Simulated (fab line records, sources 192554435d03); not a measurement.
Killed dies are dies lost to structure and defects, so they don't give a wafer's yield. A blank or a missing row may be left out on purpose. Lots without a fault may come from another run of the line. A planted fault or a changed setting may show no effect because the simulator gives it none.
Which tool did it? | flow n5_finfet | 24 lots, 72 wafers sampled, at 6 steps of a route of 1938

WHAT THE GAUGES READ, wafer by wafer
N5_BEOL_M0_SAQP_CD_MEAS_25: target cd 13.1 nm.
lot  | measured     | on        | cd_nm (nm)
L075 | day 5 23:43  | cd_sem-03 | 12.90 13.33 12.42
L074 | day 6 05:38  | cd_sem-01 | 12.56 12.87 12.67
L076 | day 6 06:02  | cd_sem-03 | 12.19 12.84 12.97
L077 | day 6 15:54  | cd_sem-03 | 13.15 12.69 12.61
L078 | day 6 19:29  | cd_sem-03 | 12.75 12.77 12.45
L079 | day 6 23:13  | cd_sem-02 | 12.82 12.76 12.53
L080 | day 7 04:10  | cd_sem-01 | 13.00 12.72 12.44
L081 | day 7 06:55  | cd_sem-01 | 12.70 12.71 13.10
L082 | day 7 16:32  | cd_sem-01 | 12.80 12.80 12.97
L083 | day 8 04:28  | cd_sem-02 | 12.56 12.71 12.65
L084 | day 8 09:28  | cd_sem-02 | 12.50 13.04 13.18
L085 | day 8 21:36  | cd_sem-01 | 12.88 13.17 12.82
L086 | day 9 03:19  | cd_sem-02 | 12.89 12.82 13.28
L087 | day 9 07:37  | cd_sem-01 | 12.64 12.48 12.81
L088 | day 9 08:07  | cd_sem-01 | 12.90 12.59 12.54
L089 | day 9 13:08  | cd_sem-02 | 12.94 12.68 12.71
L090 | day 9 21:07  | cd_sem-02 | 12.53 12.74 12.43
L091 | day 9 21:28  | cd_sem-01 | 12.51 12.60 12.99
L093 | day 11 10:26 | cd_sem-01 | 12.67 12.83 12.95
L092 | day 11 10:29 | cd_sem-03 | 12.91 13.05 13.00
L094 | day 11 11:11 | cd_sem-01 | 12.90 12.69 12.65
L095 | day 11 11:39 | cd_sem-01 | 12.43 13.04 12.67
L097 | day 11 12:08 | cd_sem-01 | 12.63 13.29 13.18
L096 | day 11 12:12 | cd_sem-02 | 12.46 12.79 13.28

N5_BEOL_M0_SAQP_INSPECT_42: inspects for defects (brightfield).
lot  | measured     | on                | raw_defect_count
L075 | day 6 02:21  | defect_inspect-01 | 385 203 400
L074 | day 6 07:55  | defect_inspect-02 | 272 300 262
L076 | day 6 08:13  | defect_inspect-01 | 274 321 233
L077 | day 6 18:21  | defect_inspect-01 | 220 239 213
L078 | day 6 21:52  | defect_inspect-02 | 215 245 213
L079 | day 7 02:08  | defect_inspect-02 | 325 316 262
L080 | day 7 06:29  | defect_inspect-01 | 255 232 251
L081 | day 7 09:05  | defect_inspect-01 | 431 219 385
L082 | day 7 18:49  | defect_inspect-01 | 331 425 451
L083 | day 8 06:45  | defect_inspect-02 | 449 448 342
L084 | day 8 13:54  | defect_inspect-01 | 309 226 182
L085 | day 8 23:54  | defect_inspect-01 | 243 319 282
L086 | day 9 05:39  | defect_inspect-02 | 323 219 292
L087 | day 9 10:05  | defect_inspect-01 | 207 198 357
L088 | day 9 10:30  | defect_inspect-02 | 384 391 427
L089 | day 9 15:19  | defect_inspect-01 | 464 281 284
L090 | day 9 23:58  | defect_inspect-01 | 250 267 264
L091 | day 10 00:26 | defect_inspect-02 | 324 294 258
L093 | day 11 13:09 | defect_inspect-01 | 167 170 189
L092 | day 11 13:41 | defect_inspect-01 | 281 493 532
L094 | day 11 15:13 | defect_inspect-02 | 271 406 314
L095 | day 11 15:27 | defect_inspect-01 | 293 356 301
L097 | day 11 15:49 | defect_inspect-01 | 328 479 617
L096 | day 11 15:59 | defect_inspect-01 | 145 278 185

WHICH TOOL RAN EACH LOT (tool, then ch and the chambers of the sampled wafers, then the start)
lot  | N5_BEOL_M0_SAQP_PECVD_03        | N5_BEOL_M0_SAQP_RECESS_104         | N5_BEOL_M0_SAQP_STRIP_108          | N5_BEOL_M0_SAQP_SPACER2_ALD_26
L075 | pecvd-02 ch 0,1, day 5 21:17    | vapor_etch-02 ch 0,1, day 5 23:58  | rie_diel-02 ch 1,2, day 6 00:31    | ald_sin-01 ch 1,2, day 6 01:04
L074 | pecvd-01 ch 0,1,2, day 6 02:31  | vapor_etch-02 ch 0,1, day 6 06:01  | rie_diel-04 ch 2,3, day 6 06:26    | ald_sin-01 ch 2,3, day 6 06:39
L076 | pecvd-02 ch 1,2, day 6 03:41    | vapor_etch-02 ch 0,1, day 6 06:25  | rie_diel-04 ch 1,2,3, day 6 06:51  | ald_sin-02 ch 1,3, day 6 07:04
L077 | pecvd-02 ch 0,2, day 6 13:08    | vapor_etch-02 ch 0,1, day 6 16:10  | rie_diel-04 ch 1,2, day 6 16:52    | ald_sin-01 ch 0,1,2, day 6 17:04
L078 | pecvd-03 ch 0,2, day 6 16:52    | vapor_etch-02 ch 0,1, day 6 19:58  | rie_diel-06 ch 1,3, day 6 20:23    | ald_sin-01 ch 2,3, day 6 20:36
L079 | pecvd-03 ch 0,1,2, day 6 20:50  | vapor_etch-02 ch 0, day 6 23:38    | rie_diel-06 ch 0,2, day 7 00:20    | ald_sin-01 ch 1,2,3, day 7 00:52
L080 | pecvd-01 ch 0,1, day 7 00:57    | vapor_etch-02 ch 0,1, day 7 04:26  | rie_diel-04 ch 0,1, day 7 05:04    | ald_sin-01 ch 0,1,2, day 7 05:17
L081 | pecvd-01 ch 0,1,2, day 7 03:45  | vapor_etch-02 ch 1, day 7 07:11    | rie_diel-04 ch 0,1,2, day 7 07:44  | ald_sin-04 ch 0,1,2, day 7 07:56
L082 | pecvd-01 ch 0,2, day 7 13:55    | vapor_etch-02 ch 0,1, day 7 16:47  | rie_diel-06 ch 0,1, day 7 17:20    | ald_sin-02 ch 0,3, day 7 17:32
L083 | pecvd-03 ch 1,2, day 8 02:13    | vapor_etch-02 ch 0,1, day 8 04:44  | rie_diel-04 ch 1,2,3, day 8 05:17  | ald_sin-01 ch 0,1,3, day 8 05:29
L084 | pecvd-01 ch 0,2, day 8 06:59    | vapor_etch-01 ch 0,1, day 8 09:43  | rie_diel-06 ch 1,3, day 8 10:20    | ald_sin-02 ch 0,1,2, day 8 12:46
L085 | pecvd-01 ch 0,2, day 8 19:15    | vapor_etch-01 ch 0,1, day 8 21:52  | rie_diel-02 ch 0,3, day 8 22:25    | ald_sin-04 ch 0,1,3, day 8 22:38
L086 | pecvd-03 ch 0,1, day 9 00:57    | vapor_etch-02 ch 0,1, day 9 03:42  | rie_diel-02 ch 0,2,3, day 9 04:10  | ald_sin-01 ch 0,2,3, day 9 04:23
L087 | pecvd-01 ch 1,2, day 9 04:17    | vapor_etch-02 ch 0, day 9 07:55    | rie_diel-02 ch 0,3, day 9 08:28    | ald_sin-02 ch 0,1,3, day 9 08:50
L088 | pecvd-02 ch 0,1, day 9 04:19    | vapor_etch-02 ch 0,1, day 9 08:30  | rie_diel-02 ch 0,1, day 9 09:03    | ald_sin-02 ch 1,3, day 9 09:21
L089 | pecvd-01 ch 1,2, day 9 10:13    | vapor_etch-02 ch 0,1, day 9 13:24  | rie_diel-06 ch 0,2,3, day 9 13:57  | ald_sin-04 ch 0,1,3, day 9 14:09
L090 | pecvd-01 ch 0,1, day 9 16:24    | vapor_etch-01 ch 0,1, day 9 21:25  | rie_diel-06 ch 1,2,3, day 9 21:58  | ald_sin-02 ch 0,1,3, day 9 22:50
L091 | pecvd-02 ch 0,2, day 9 18:19    | vapor_etch-01 ch 0,1, day 9 21:53  | rie_diel-04 ch 0,1,3, day 9 22:19  | ald_sin-01 ch 0,2, day 9 23:10
L093 | pecvd-01 ch 1,2, day 11 07:58   | vapor_etch-02 ch 0,1, day 11 10:43 | rie_diel-04 ch 0,1, day 11 11:16   | ald_sin-01 ch 0,1,3, day 11 11:53
L092 | pecvd-03 ch 0,1,2, day 11 08:04 | vapor_etch-01 ch 0,1, day 11 11:01 | rie_diel-02 ch 2,3, day 11 11:26   | ald_sin-01 ch 2,3, day 11 12:25
L094 | pecvd-02 ch 0,1, day 11 08:10   | vapor_etch-02 ch 0,1, day 11 11:33 | rie_diel-02 ch 0,2,3, day 11 12:06 | ald_sin-04 ch 1,2,3, day 11 13:59
L095 | pecvd-03 ch 1,2, day 11 08:16   | vapor_etch-02 ch 0,1, day 11 12:02 | rie_diel-04 ch 1,2, day 11 12:35   | ald_sin-01 ch 1,2, day 11 14:18
L097 | pecvd-01 ch 1,2, day 11 09:00   | vapor_etch-02 ch 0,1, day 11 12:31 | rie_diel-04 ch 0,1,2, day 11 13:04 | ald_sin-04 ch 0,1,2, day 11 14:30
L096 | pecvd-02 ch 0,1, day 11 09:10   | vapor_etch-01 ch 0,1, day 11 12:58 | rie_diel-02 ch 0,2,3, day 11 13:29 | ald_sin-02 ch 2,3, day 11 14:40
- N5_BEOL_M0_SAQP_PECVD_03: deposits SiCN from 3MS/NH3, target thk 12 nm, time 21.1 s.
- N5_BEOL_M0_SAQP_RECESS_104: chemistry HF/NH3, target SiO2, target depth 18 nm, afs cycles 3, sublimation time 60 s.
- N5_BEOL_M0_SAQP_STRIP_108: strips in N2/H2.
- N5_BEOL_M0_SAQP_SPACER2_ALD_26: deposits SiO2, target thk 15 nm, pulse time 1 s, purge time 2 s.

WHAT THE TOOLS THEMSELVES READ (means of the sampled wafers that have a number; where no wafer has one, the mark that the record gives instead)
N5_BEOL_M0_SAQP_PECVD_03.
lot  | tool     | showerhead_plenum_p_Torr (Torr) | throttle_valve_pct (%)
L075 | pecvd-02 | 3.664                           | 9.8
L074 | pecvd-01 | 3.671                           | 9.0
L076 | pecvd-02 | 3.665                           | 9.4
L077 | pecvd-02 | 3.677                           | 9.2
L078 | pecvd-03 | 3.655                           | 8.6
L079 | pecvd-03 | 3.666                           | 9.2
L080 | pecvd-01 | 3.682                           | 9.0
L081 | pecvd-01 | 3.671                           | 8.9
L082 | pecvd-01 | 3.652                           | 8.6
L083 | pecvd-03 | 3.661                           | 9.2
L084 | pecvd-01 | 3.651                           | 8.6
L085 | pecvd-01 | 3.660                           | 8.7
L086 | pecvd-03 | 3.667                           | 9.6
L087 | pecvd-01 | 3.677                           | 9.4
L088 | pecvd-02 | 3.672                           | 9.5
L089 | pecvd-01 | 3.674                           | 9.4
L090 | pecvd-01 | 3.673                           | 9.1
L091 | pecvd-02 | 3.672                           | 9.2
L093 | pecvd-01 | 3.673                           | 9.4
L092 | pecvd-03 | 3.664                           | 9.4
L094 | pecvd-02 | 3.668                           | 9.7
L095 | pecvd-03 | 3.661                           | 9.1
L097 | pecvd-01 | 3.676                           | 9.4
L096 | pecvd-02 | 3.669                           | 9.7

N5_BEOL_M0_SAQP_RECESS_104.
lot  | tool          | drypump_motor_current_A (A)
L075 | vapor_etch-02 | 5.2
L074 | vapor_etch-02 | 5.4
L076 | vapor_etch-02 | 5.4
L077 | vapor_etch-02 | 5.2
L078 | vapor_etch-02 | 5.2
L079 | vapor_etch-02 | 5.0
L080 | vapor_etch-02 | 5.4
L081 | vapor_etch-02 | 5.6
L082 | vapor_etch-02 | 5.4
L083 | vapor_etch-02 | 5.2
L084 | vapor_etch-01 | 5.6
L085 | vapor_etch-01 | 5.9
L086 | vapor_etch-02 | 5.4
L087 | vapor_etch-02 | 5.0
L088 | vapor_etch-02 | 5.2
L089 | vapor_etch-02 | 5.4
L090 | vapor_etch-01 | 5.9
L091 | vapor_etch-01 | 5.5
L093 | vapor_etch-02 | 5.3
L092 | vapor_etch-01 | 5.5
L094 | vapor_etch-02 | 5.2
L095 | vapor_etch-02 | 5.5
L097 | vapor_etch-02 | 5.4
L096 | vapor_etch-01 | 5.6

N5_BEOL_M0_SAQP_STRIP_108.
lot  | tool        | drypump_motor_current_A (A) | h2_flow_sccm (sccm) | oes_product_au (a.u.) | rf_vpp_V (V) | showerhead_plenum_p_Torr (Torr) | throttle_valve_pct (%)
L075 | rie_diel-02 | 5.7                         | 300.1               | 0.79                  | 122.0        | 3.39                            | 19.2
L074 | rie_diel-04 | 5.9                         | 299.9               | 0.75                  | 122.6        | 3.49                            | 19.0
L076 | rie_diel-04 | 5.8                         | 301.1               | 0.78                  | 121.3        | 3.42                            | 19.0
L077 | rie_diel-04 | 5.9                         | 300.0               | 0.80                  | 121.9        | 3.34                            | 18.9
L078 | rie_diel-06 | 5.4                         | 300.3               | 0.77                  | 121.4        | 3.28                            | 19.2
L079 | rie_diel-06 | 5.4                         | 299.3               | 0.76                  | 122.0        | 3.40                            | 18.5
L080 | rie_diel-04 | 5.9                         | 299.6               | 0.75                  | 121.7        | 3.30                            | 18.6
L081 | rie_diel-04 | 5.9                         | 300.7               | 0.77                  | 121.5        | 3.36                            | 18.7
L082 | rie_diel-06 | 5.2                         | 299.6               | 0.76                  | 121.9        | 3.40                            | 18.8
L083 | rie_diel-04 | 5.8                         | 300.1               | 0.77                  | 121.7        | 3.41                            | 19.0
L084 | rie_diel-06 | 5.4                         | 300.2               | 0.77                  | 121.2        | 3.31                            | 19.1
L085 | rie_diel-02 | 5.4                         | 301.3               | 0.90                  | 121.3        | 3.44                            | 19.1
L086 | rie_diel-02 | 5.4                         | 300.4               | 0.81                  | 123.6        | 3.41                            | 19.0
L087 | rie_diel-02 | 5.3                         | 299.6               | 0.85                  | 122.3        | 3.43                            | 18.9
L088 | rie_diel-02 | 5.9                         | 299.3               | 0.89                  | 122.7        | 3.43                            | 19.2
L089 | rie_diel-06 | 5.6                         | 300.5               | 0.75                  | 121.4        | 3.32                            | 18.9
L090 | rie_diel-06 | 5.6                         | 300.1               | 0.78                  | 120.7        | 3.29                            | 19.1
L091 | rie_diel-04 | 5.7                         | 300.6               | 0.76                  | 122.0        | 3.35                            | 19.0
L093 | rie_diel-04 | 5.9                         | 299.8               | 0.73                  | 121.9        | 3.29                            | 18.7
L092 | rie_diel-02 | 5.4                         | 299.5               | 0.72                  | 121.8        | 3.37                            | 19.0
L094 | rie_diel-02 | 5.4                         | 300.3               | 0.79                  | 122.9        | 3.40                            | 19.1
L095 | rie_diel-04 | 5.9                         | 299.7               | 0.78                  | 122.2        | 3.33                            | 18.9
L097 | rie_diel-04 | 5.9                         | 300.6               | 0.74                  | 121.9        | 3.34                            | 18.8
L096 | rie_diel-02 | 5.4                         | 300.2               | 0.79                  | 121.2        | 3.40                            | 19.1

N5_BEOL_M0_SAQP_SPACER2_ALD_26.
lot  | tool       | heater_power_w (W) | precursor_pulse_height_rel
L075 | ald_sin-01 | 446                | 0.990
L074 | ald_sin-01 | 431                | 0.995
L076 | ald_sin-02 | 418                | 1.014
L077 | ald_sin-01 | 459                | 1.031
L078 | ald_sin-01 | 437                | 0.995
L079 | ald_sin-01 | 435                | 0.999
L080 | ald_sin-01 | 461                | 1.014
L081 | ald_sin-04 | 443                | 0.998
L082 | ald_sin-02 | 472                | 1.024
L083 | ald_sin-01 | 453                | 1.004
L084 | ald_sin-02 | 473                | 1.013
L085 | ald_sin-04 | 432                | 1.009
L086 | ald_sin-01 | 464                | 1.010
L087 | ald_sin-02 | 463                | 0.992
L088 | ald_sin-02 | 417                | 0.986
L089 | ald_sin-04 | 427                | 0.996
L090 | ald_sin-02 | 467                | 0.984
L091 | ald_sin-01 | 494                | 1.004
L093 | ald_sin-01 | 454                | 1.009
L092 | ald_sin-01 | 444                | 0.999
L094 | ald_sin-04 | 478                | 0.997
L095 | ald_sin-01 | 442                | 0.994
L097 | ald_sin-04 | 431                | 0.999
L096 | ald_sin-02 | 456                | 1.004

THE ANSWER, worked out from the rows above alone
Rule: what is usual is taken from the lots themselves. Put in order of their means at a reading, lots are off if they are a third of the lots or fewer, leave a main group of 4 or more, and stand apart from it by a gap of 3 or more times the standard deviation of the main group's means; of several such gaps the widest counts. A main group whose means are all the same, to the digits that the tables above print for the reading, isn't used. A lot without any number at a reading at which 4 lots or more have one is off too. The other lots that the step has rows for count as sound. The gauges are gone through in route order, then the tools' own readings, and for those a lot's mean is taken as printed above. The first step at which some lot is off is used, and at that step the reading that is off furthest; a lot without a number counts as furthest.
No lot is off at any reading shown: from this, nothing can be told.

WHAT THE SIMULATOR HAD PUT IN
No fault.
